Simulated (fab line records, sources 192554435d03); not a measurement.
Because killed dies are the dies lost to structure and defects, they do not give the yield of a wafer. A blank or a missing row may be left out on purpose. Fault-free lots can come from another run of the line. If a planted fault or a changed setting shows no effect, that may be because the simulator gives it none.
Split-lot experiment | flow n5Finfet | 21 wafers read across 7 lots, on a route 1938 steps long

## ON THE SPLIT
At N5_BEOL_M11_PECVD_70 (deposits SiO2 from TEOS/O2, target thk 20 nm, time 22.7 s), the setting timeS was moved away from the recipe's 22.7 s on 8 of the 21 wafers read, by -8.7% to +10.5%. For the rest of the wafers, this setting stayed at what the recipe calls for.

The reading is taken at the split's own step.

## THE READING
SiO2_of_BEOL_M11_PECVD_70.thkNm (the simulator's own value, which no gauge read), in nm, at N5_BEOL_M11_PECVD_70 (deposits SiO2 from TEOS/O2, target thk 20 nm, time 22.7 s). There is no usual value for it anywhere in the file. Average 20.0 nm, standard deviation 0.43 nm, over the 13 wafers here run with the recipe.

wafer  | tool, chamber at the split | timeS as run, s | against the recipe | SiO2_of_BEOL_M11_PECVD_70.thkNm, nm | against lot-mates on the recipe
L077.2 | pecvd-04, 1                | 20.73           | -8.7%              | 18.4                                | -2.2
L077.3 | pecvd-04, 0                | 20.73           | -8.7%              | 18.2                                | -2.4
L077.6 | pecvd-04, 1                | 22.7            | recipe             | 20.6                                | -
L081.1 | pecvd-03, 0                | 22.7            | recipe             | 19.8                                | -
L081.4 | pecvd-03, 2                | 22.7            | recipe             | 20.6                                | -
L081.5 | pecvd-03, 0                | 22.7            | recipe             | 20.2                                | -
L082.1 | pecvd-03, 0                | 22.7            | recipe             | 19.2                                | -
L082.5 | pecvd-03, 1                | 22.7            | recipe             | 20                                  | -
L082.6 | pecvd-03, 0                | 24.81           | +9.3%              | 21.8                                | +2.2
L087.1 | pecvd-03, 0                | 22.7            | recipe             | 19.6                                | -
L087.4 | pecvd-03, 2                | 22.7            | recipe             | 20.2                                | -
L087.5 | pecvd-03, 1                | 22.7            | recipe             | 20.4                                | -
L089.1 | pecvd-03, 1                | 22.7            | recipe             | 19.6                                | -
L089.3 | pecvd-03, 2                | 21.01           | -7.4%              | 18                                  | -1.6
L089.5 | pecvd-03, 1                | 21.01           | -7.4%              | 18.6                                | -1.0
L091.1 | pecvd-04, 0,2              | 25.09           | +10.5%             | 22                                  | no lot-mate on the recipe
L091.2 | pecvd-04, 0,2              | 25.09           | +10.5%             | 22                                  | no lot-mate on the recipe
L091.6 | pecvd-04, 1                | 25.09           | +10.5%             | 22.6                                | no lot-mate on the recipe
L096.1 | pecvd-03, 2                | 22.7            | recipe             | 19.4                                | -
L096.4 | pecvd-03, 0                | 22.7            | recipe             | 20                                  | -
L096.5 | pecvd-03, 2                | 22.7            | recipe             | 20.2                                | -
Rows listing several chambers each stand for several wafers; the file does not say which wafer went through which chamber.

FIT RESULTS
A straight line over all 21 wafers: SiO2_of_BEOL_M11_PECVD_70.thkNm changes by +0.208 nm for each +1% of timeS; r = +0.95; the points scatter about the line by 0.39 nm.
The same after taking each lot's own level away (the mean of its wafers on the recipe; 18 wafers): +0.23 nm for each +1%; r = +0.94; scatter 0.36 nm.
On that fit, the largest move of timeS shifts the reading by 2.4 nm.
The span of the lots' own levels, 19.60 to 20.60 nm, comes to 2.3 times the standard deviation stated above.
Hence the lot-to-lot level has little effect on the slope; both slopes agree.
Check: with one of the wafers moved furthest among these (+9.3%) left out of the fit, the line predicts +2.13 nm for it against its lot-mates. Against them it came out at +2.2 nm.

## OTHER SPLITS APPLIED TO THESE WAFERS
Other splits were also applied to these wafers ahead of the reading. Each is held against what the fit with the lots' levels taken away leaves over:
other split on the same wafers | wafers away from the commonest value | r with SiO2_of_BEOL_M11_PECVD_70.thkNm (lot level and that fit taken away)
N5_BEOL_M9_COAT_60 spinRpm     | 6                                    | -0.18
N5_BEOL_M10_EXPOSE_25 doseMj   | 6                                    | +0.07
N5_BEOL_M10_PEB_26 pebTimeS    | 9                                    | +0.29

## THE FILE'S OWN FIT
SiO2_of_BEOL_M11_PECVD_70.thkNm changes by +0.231 nm for each +1% of timeS, r = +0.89.
